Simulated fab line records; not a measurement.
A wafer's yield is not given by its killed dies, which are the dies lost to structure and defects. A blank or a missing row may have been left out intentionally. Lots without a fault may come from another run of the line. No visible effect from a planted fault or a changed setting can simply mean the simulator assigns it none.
A lot that was struck, set against a sound lot / flow nand harc / 15 steps out of a route of 1302
Sound: these wafers, L371.1, L371.5, L371.6. Wafers L373.1, L373.3, L373.5 were the ones struck. At the end, the cause is stated.
At each step with rows: each side's tool, then ch and its chambers, then its first start. Under that, the readings that differ: sound wafers / struck wafers / difference of the means / sigmas: that difference in standard deviations of wafers without a fault.
alike: same words and numbers on both sides, and readings whose means sit less than 2 such deviations apart. not compared: any withheld reading, any reading some wafer has no value for, any bound like >300 that may hide the same value, and any number with overlapping values for which the record gives no deviation.
Wherever a step has rows on one side only, a row that says differs or no value, or a row with sigmas, the two part there. Non-overlapping numbers with no deviation appear without sigmas and do not part them. A reading missing from all wafers of one side parts the sides only when that side holds two or more wafers.

first, 8 steps without rows for these wafers: NHARC_P_GATE_DEHYDRATE_18 (time 120 s); NHARC_P_GATE_HMDS_19 (time 30 s); NHARC_P_GATE_COAT_20 (resist thk 90 nm); NHARC_P_GATE_SOFTBAKE_21 (time 55 s); NHARC_P_GATE_EBR_22; NHARC_P_GATE_EXPOSE_23 (exposes mask P GATE, target cd 120 nm); NHARC_P_GATE_PEB_24 (peb time 65 s); NHARC_P_GATE_DEVELOP_25 (develop time 35 s).
NHARC_P_GATE_CD_MEAS_26: the cd target is 120 nm.
  sound on cd sem-02 ch 0, day 5 12:27; struck on cd sem-01 ch 0, day 6 10:55
  alike: cd nm
NHARC_P_GATE_OVL_MEAS_27:
  sound: overlay-01 at day 5 12:32; struck: overlay-01 at day 6 11:00
  alike: overlay x nm, overlay y nm
NHARC_P_GATE_INSPECT_28:
  sound: defect inspect-02 at day 5 12:34; struck: defect inspect-02 at day 6 11:02
  alike: raw defect count
NHARC_P_GATE_DESCUM_31: chemistry O2, time 3 s.
  sound on rie diel-02 ch 2,3, day 5 12:38; struck on rie diel-02 ch 1,2,3, day 6 11:07
  alike: drypump motor current A, oes product au, rf vpp V, showerhead plenum p Torr, throttle valve pct
  not compared: rf hours counter h
NHARC_P_GATE_ETCH_104: etches the open film in CF4/CHF3, target depth 60 nm.
  sound on rie diel-02 ch 1,3, day 5 12:45; struck on rie diel-02 ch 0,2,3, day 6 11:13
  no value came back on the struck wafers for any of 7 readings (bias w (W), cf4 flow sccm (sccm) and others); on the sound wafers bias w (W) reads 200.0 200.5 199.8
NHARC_P_GATE_HM_OPEN_105: chemistry O2/COS, target depth 360 nm.
  sound: rie diel-02 ch 1,2; struck: rie diel-02 ch 2,3
  alike: drypump motor current A, oes product au, rf vpp V, showerhead plenum p Torr, throttle valve pct
  not compared: rf hours counter h
-- jump in the record: it breaks off in module P_GATE and resumes in module END (first step shown: number 1302 of the route), and 19 days separate the struck wafers' starts before and after --
NHARC_END_SORT_01:
  sound on prober-02 ch 0, day 25 00:52; struck on prober-01 ch 0, day 25 07:32
reading=hold; sound=- - -; struck=await dispo/6.6h/scrap await dispo/6.6h/scrap await dispo/6.6h/scrap; difference=no value on the sound wafers; sigmas=
reading=killed at periphery; sound=4 1 2; struck=626 627 632; difference=+626; sigmas=+99 or more
reading=killed dies; sound=24 21 21; struck=677 677 677; difference=+655; sigmas=+33
  alike: killed at array, killed at other, killed open, killed short

== WHERE THEY PART ==
First at NHARC_P_GATE_ETCH_104; last, within this record, at NHARC_END_SORT_01.

WHY: what had been put in by the simulator
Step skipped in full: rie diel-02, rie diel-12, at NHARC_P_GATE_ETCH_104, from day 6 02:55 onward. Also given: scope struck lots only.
